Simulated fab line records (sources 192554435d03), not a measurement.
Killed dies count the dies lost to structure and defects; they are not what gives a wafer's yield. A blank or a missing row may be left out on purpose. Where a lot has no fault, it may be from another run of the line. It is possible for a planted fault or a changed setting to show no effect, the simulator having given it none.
Matching of chambers | flow n5 finfet | N5_ILD0_CMP_12 on cmp-04 has 4 sister chambers
The step polishes SiNx, stops on poly-Si, t overpolish 6 s, target thk 17.67 nm. 4 wafers are shown with their chamber, then 8 later ones without.

EACH WAFER AND ITS CHAMBER
wafer  | chamber | motor current A (A)
L077.2 | 2       | 8.5
L079.2 | 3       | 9.6
L079.3 | 1       | 11.2
L080.2 | 0       | 8.9

WAFERS MISSING THEIR CHAMBER
wafer  | motor current A (A)
L080.3 | 8.9
L080.6 | 9.2
L082.1 | 10.8
L082.3 | 9.2
L082.6 | 11.2
L088.1 | 8.1
L088.2 | 9.2
L088.4 | 9.3

EACH ONE'S CHAMBER
wafer  | from the rows above          | in truth
L080.3 | can't be placed: 0 or 2      | 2
L080.6 | can't be placed: 0 or 3 or 2 | 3
L082.1 | 1                            | 1
L082.3 | can't be placed: 0 or 3 or 2 | 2
L082.6 | 1                            | 1
L088.1 | can't be placed: 2 or 0      | 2
L088.2 | can't be placed: 0 or 3 or 2 | 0
L088.4 | can't be placed: 3 or 0 or 2 | 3
Correctly placed: 2 of 8. Unplaceable from these rows: 6, with the true chamber sitting among the candidates in 6. 0 placed wrongly.
How it was worked out, from the rows above alone: a wafer's distance from a chamber is the root of the sum, over the readings, of the square of ((its reading less the chamber's mean) divided by the reading's scatter). If the next closest chamber is less than 2 further off than the closest, the wafer can't be placed; otherwise it belongs to the closest. A chamber's mean is the mean of its shown wafers. The scatter: with one shown wafer a chamber, the root of the mean of the squares of how far each hidden wafer lies from its nearest shown one.
